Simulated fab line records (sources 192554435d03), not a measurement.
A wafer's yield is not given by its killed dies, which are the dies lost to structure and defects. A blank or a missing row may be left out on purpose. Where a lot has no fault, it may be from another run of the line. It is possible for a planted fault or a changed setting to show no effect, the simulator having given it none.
Which tool did it? -- flow n5-finfet -- 8 lots with 23 wafers sampled at 5 steps, on a route of 1938 steps

WHAT EACH GAUGE READ, for each wafer
N5_MOL_CONTACT_COAG_THK_MEAS_29.
lot,measured,on,MD_CAP_THK (nm)
L962,day 5 05:23,film-metro-02,18.01 18.06 18.11
L963,day 5 11:15,film-metro-02,17.76 17.96 17.98
L968,day 7 02:07,film-metro-01,18.06 17.99 7.65
L969,day 7 05:22,film-metro-01,17.94 17.94 17.86
L973,day 8 00:52,film-metro-02,7.83 7.69
L979,day 9 15:25,film-metro-02,18.03 17.87 17.98
L983,day 10 11:35,film-metro-02,17.91 17.96 17.96
L984,day 10 22:08,film-metro-01,18.14 18.01 18.11

EACH LOT AND THE TOOL THAT RAN IT (in order: tool; ch and the chambers of the sampled wafers; start)
lot,N5_HKMG_FIN_ALD_21,N5_GATE_CUT_SAC_CAP_01,N5_GATE_CUT_PECVD_57,N5_GATE_CUT_HM_DEP_46
L962,"ald-metal-04 ch 2,3, day 4 12:13","ald-sin-03 ch 0,3, day 4 14:06","pecvd-04 ch 0,1,2, day 4 16:17","pecvd-03 ch 0,1, day 4 16:41"
L963,"ald-metal-03 ch 1,2,3, day 4 18:14","ald-sin-03 ch 1,2, day 4 20:07","pecvd-03 ch 0,1, day 4 22:19","pecvd-02 ch 1,2, day 4 22:44"
L968,"ald-metal-03 ch 1,2, day 6 09:02","ald-sin-03 ch 0,1, day 6 10:56","pecvd-03 ch 0,1, day 6 13:08","pecvd-03 ch 0,1, day 6 13:32"
L969,"ald-metal-02 ch 1,2, day 6 11:22","ald-sin-01 ch 0,1,3, day 6 13:16","pecvd-04 ch 0,1, day 6 15:28","pecvd-03 ch 0,1,2, day 6 15:52"
L973,"ald-metal-02 ch 1,2, day 7 05:51","ald-sin-03 ch 0,1, day 7 07:49","pecvd-03 ch 0,2, day 7 10:02","pecvd-04 ch 1,2, day 7 10:26"
L979,"ald-metal-02 ch 0,1, day 8 21:14","ald-sin-01 ch 2,3, day 8 23:48","pecvd-02 ch 0,1, day 9 01:59","pecvd-03 ch 0,2, day 9 02:24"
L983,"ald-metal-04 ch 0,1,2, day 9 17:59","ald-sin-01 ch 1,3, day 9 20:08","pecvd-02 ch 0,1,2, day 9 22:20","pecvd-03 ch 0,1, day 9 22:44"
L984,"ald-metal-03 ch 0,2,3, day 10 00:40","ald-sin-03 ch 0,2,3, day 10 02:39","pecvd-03 ch 0,1, day 10 04:50","pecvd-03 ch 0,1, day 10 05:16"
- N5_HKMG_FIN_ALD_21: deposits TiN, target thk 1.5 nm, pulse time 1 s, purge time 3 s.
- N5_GATE_CUT_SAC_CAP_01: material SiNx, target thk 24 nm, pulse time 1 s, ald cycles 480.
- N5_GATE_CUT_PECVD_57: deposits SiNx from SiH4/NH3/N2, target thk 21 nm.
- N5_GATE_CUT_HM_DEP_46: deposits SiO2 from TEOS/O2, target thk 130 nm, time 26.6 s.

THE ANSWER, worked out from the rows above alone
Rule: usual is defined by the lots themselves. The widest of any qualifying gaps counts: lots, ordered by their means at a reading, are off when they make up no more than a third of the lots, leave a main group of 4 or more, and stand apart from it by 3 or more times the standard deviation of that group's means. A main group whose means are all the same, to the digits that the tables above print for the reading, isn't used. A lot without any number at a reading at which 4 lots or more have one is off too. Any other lot the step has rows for is counted as sound.
Off: L968, L973, at N5_MOL_CONTACT_COAG_THK_MEAS_29 (MD_CAP_THK). For the main group the mean is 17.98 nm and the standard deviation 0.071.
A tool fits if, at a process step before that reading, it ran every lot that is off, and no sound lot after the first of them. The gauges at N5_MOL_CONTACT_COAG_THK_MEAS_29 are tried like those tools. Of those tried, none fits.

WHAT WAS PUT IN BY THE SIMULATOR
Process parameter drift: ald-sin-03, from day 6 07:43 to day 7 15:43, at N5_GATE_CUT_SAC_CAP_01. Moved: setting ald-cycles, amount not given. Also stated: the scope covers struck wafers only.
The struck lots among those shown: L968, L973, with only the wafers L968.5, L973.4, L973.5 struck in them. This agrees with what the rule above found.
